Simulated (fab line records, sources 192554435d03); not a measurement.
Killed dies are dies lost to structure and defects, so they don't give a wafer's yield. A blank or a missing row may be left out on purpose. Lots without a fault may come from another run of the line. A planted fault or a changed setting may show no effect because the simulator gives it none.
One fault seen from 2 desks | flow n5_finfet | each desk has only its own numbers; what lay behind them comes last

THE METROLOGY DESK
What the gauges read, lot by lot, whatever tool the lot ran on: means of the sampled wafers that have a number. A lot is out of limits, marked OUT, if its mean lies more than 4 standard deviations from the usual mean; the brackets give that distance.
Columns: A = trench_depth_nm at N5_BEOL_M13_OCD_MEAS_35, usual 412 nm
lot  | first seen here | A
L170 | day 11 13:49    | 403
L172 | day 12 01:44    | 414
L173 | day 12 03:07    | 412
L174 | day 12 09:52    | 406
L175 | day 12 11:12    | 406
L180 | day 13 18:01    | 414
L178 | day 13 23:24    | 412
L181 | day 15 08:18    | 410
L191 | day 16 18:35    | 406
L189 | day 16 22:41    | 419
L192 | day 17 08:42    | 417
L193 | day 18 01:52    | 415
This desk's finding: nothing out of limits on any of the 12 lots.

THE TOOL OWNER'S DESK: pecvd-03
The tool's own readings at N5_BEOL_M14_ILD_DEP_00 (deposits SiO2 from TEOS/O2, target thk 1119.3 nm, time 237.4 s): means of the sampled wafers that have a number, for each lot that ran on this tool. A lot is out of limits, marked OUT, if its mean lies more than 4 standard deviations from the usual mean; the brackets give that distance.
Columns: A = heater_power_w at N5_BEOL_M14_ILD_DEP_00, usual 531 W; B = showerhead_plenum_p_Torr at N5_BEOL_M14_ILD_DEP_00, usual 8.350 Torr; C = showerhead_vpp_V at N5_BEOL_M14_ILD_DEP_00, usual 1925 V; D = susceptor_temp_C at N5_BEOL_M14_ILD_DEP_00, usual 400.01 C; E = throttle_valve_pct at N5_BEOL_M14_ILD_DEP_00, usual 18.3 %
lot  | first seen here | A   | B     | C    | D                 | E
L170 | day 11 17:38    | 515 | 8.361 | 2050 | 400.31            | 17.5
L172 | day 12 12:26    | 548 | 8.364 | 1894 | 400.16            | 19.2
L173 | day 12 16:20    | 556 | 8.349 | 2009 | 400.25            | 18.2
L180 | day 14 02:37    | 548 | 8.377 | 1900 | 401.43 (+6.2) OUT | 19.1
L178 | day 14 03:17    | 526 | 8.364 | 1919 | 401.21 (+5.2) OUT | 19.0
L191 | day 17 01:38    | 576 | 8.355 | 1959 | 399.99            | 18.7
This desk's finding: out of limits on L178, L180; first on L180, day 14 02:37 (susceptor_temp_C at N5_BEOL_M14_ILD_DEP_00). In limits: L170, L172, L173, L191.

PUT TOGETHER
The tool owner's desk could have raised an alarm at day 14 02:37, on L178, L180.
The metrology desk saw nothing out of limits.
The metrology desk has L178, L180 on record, within its limits.
Of the lots named, all ran N5_BEOL_M14_ILD_DEP_00 on pecvd-03.

WHAT THE SIMULATOR HAD PUT IN
Process parameter drift: pecvd-03, from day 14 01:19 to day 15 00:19, at N5_BEOL_M14_ILD_DEP_00. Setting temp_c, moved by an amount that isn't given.
Lots struck among those shown: L178, L180.
Hours from the fault's start to each desk's first reading out of limits: the tool owner's desk, 1.
